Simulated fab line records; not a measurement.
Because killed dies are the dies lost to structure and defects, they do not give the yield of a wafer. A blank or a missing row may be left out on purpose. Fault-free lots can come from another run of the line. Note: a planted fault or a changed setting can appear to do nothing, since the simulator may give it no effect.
Chamber matching ; flow nandHarc ; 4 sister chambers for NHARC_A_STAIRCASE_TRIM_187 on rieDiel-12
The step chemistry O2, time 211.2 s. 4 wafers are shown with their chamber, then 7 later ones without.

== WAFERS, EACH WITH ITS CHAMBER ==
wafer;chamber;drypumpMotorCurrentA (A)
L081.1;2;5.4
L081.6;1;5.8
L083.1;3;5.7
L083.3;0;6.1

== WAFERS MISSING THEIR CHAMBER ==
wafer;drypumpMotorCurrentA (A)
L083.5;5.4
L090.1;5.7
L090.3;6.0
L090.5;5.4
L089.1;5.7
L089.5;6.0
L089.6;5.7

== CHAMBER TAKEN BY EACH ==
wafer;from the rows above;in truth
L083.5;2;2
L090.1;can't be placed: 3 or 1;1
L090.3;can't be placed: 0 or 1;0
L090.5;2;2
L089.1;can't be placed: 3 or 1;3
L089.5;can't be placed: 0 or 1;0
L089.6;can't be placed: 3 or 1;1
Placed correctly: 2 of 7. Cannot be placed on the basis of these rows: 5; the candidates contain the true chamber in 5. Number placed wrongly: 0.
How it was worked out, from the rows above alone: a wafer's distance from a chamber is the root of the sum, over the readings, of the square of ((its reading less the chamber's mean) divided by the reading's scatter). If the next closest chamber is less than 2 further off than the closest, the wafer can't be placed; otherwise it belongs to the closest. For every chamber, the mean is computed from those of its wafers that are shown. The scatter: root of mean squared gap, hidden wafer to nearest shown wafer, with one shown wafer a chamber.
